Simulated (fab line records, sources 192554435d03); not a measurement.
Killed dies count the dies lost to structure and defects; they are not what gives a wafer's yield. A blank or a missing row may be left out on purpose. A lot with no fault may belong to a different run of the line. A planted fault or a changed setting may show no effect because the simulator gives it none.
Matching of chambers | flow n5 finfet | pecvd-02 running N5_BEOL_M2_PECVD_72: 3 sister chambers
The step deposits SiO2 from TEOS/O2, target thk 16 nm, time 18 s. 6 wafers are shown with their chamber, then 12 later ones without.

WAFERS WITH THEIR CHAMBER
wafer  | chamber | throttle valve pct (%) | showerhead plenum p Torr (Torr)
L078.2 | 1       | 23.6                   | 8.78
L081.5 | 1       | 23.7                   | 8.77
L083.4 | 2       | 22.1                   | 8.70
L086.2 | 0       | 23.5                   | 8.81
L086.4 | 0       | 23.8                   | 8.83
L086.6 | 2       | 22.1                   | 8.71

WAFERS WITHOUT THEIR CHAMBER
wafer  | throttle valve pct (%) | showerhead plenum p Torr (Torr)
L091.1 | 23.9                   | 8.80
L091.2 | 22.1                   | 8.69
L091.6 | 23.6                   | 8.78
L092.1 | 22.1                   | 8.70
L092.4 | 23.9                   | 8.81
L092.6 | 21.9                   | 8.69
L093.1 | 21.9                   | 8.71
L093.3 | 23.6                   | 8.78
L093.4 | 22.0                   | 8.71
L096.4 | 22.0                   | 8.71
L096.5 | 23.4                   | 8.77
L096.6 | 23.9                   | 8.81

EACH ONE'S CHAMBER
wafer  | from the rows above     | in truth
L091.1 | can't be placed: 0 or 1 | 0
L091.2 | 2                       | 2
L091.6 | 1                       | 1
L092.1 | 2                       | 2
L092.4 | can't be placed: 0 or 1 | 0
L092.6 | 2                       | 2
L093.1 | 2                       | 2
L093.3 | 1                       | 1
L093.4 | 2                       | 2
L096.4 | 2                       | 2
L096.5 | 1                       | 1
L096.6 | can't be placed: 0 or 1 | 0
Placed correctly: 9 of 12. Cannot be placed on the basis of these rows: 3; the candidates contain the true chamber in 3. Placed wrongly: 0.
How it was worked out, from the rows above alone: a wafer's distance from a chamber is the root of the sum, over the readings, of the square of ((its reading less the chamber's mean) divided by the reading's scatter). If the next closest chamber is less than 2 further off than the closest, the wafer can't be placed; otherwise it belongs to the closest. For every chamber, the mean is computed from those of its wafers that are shown. How the scatter is found: for the shown wafers, subtract from each reading the mean of its chamber, square and add these, divide the total by (wafers less chambers), then take the root.
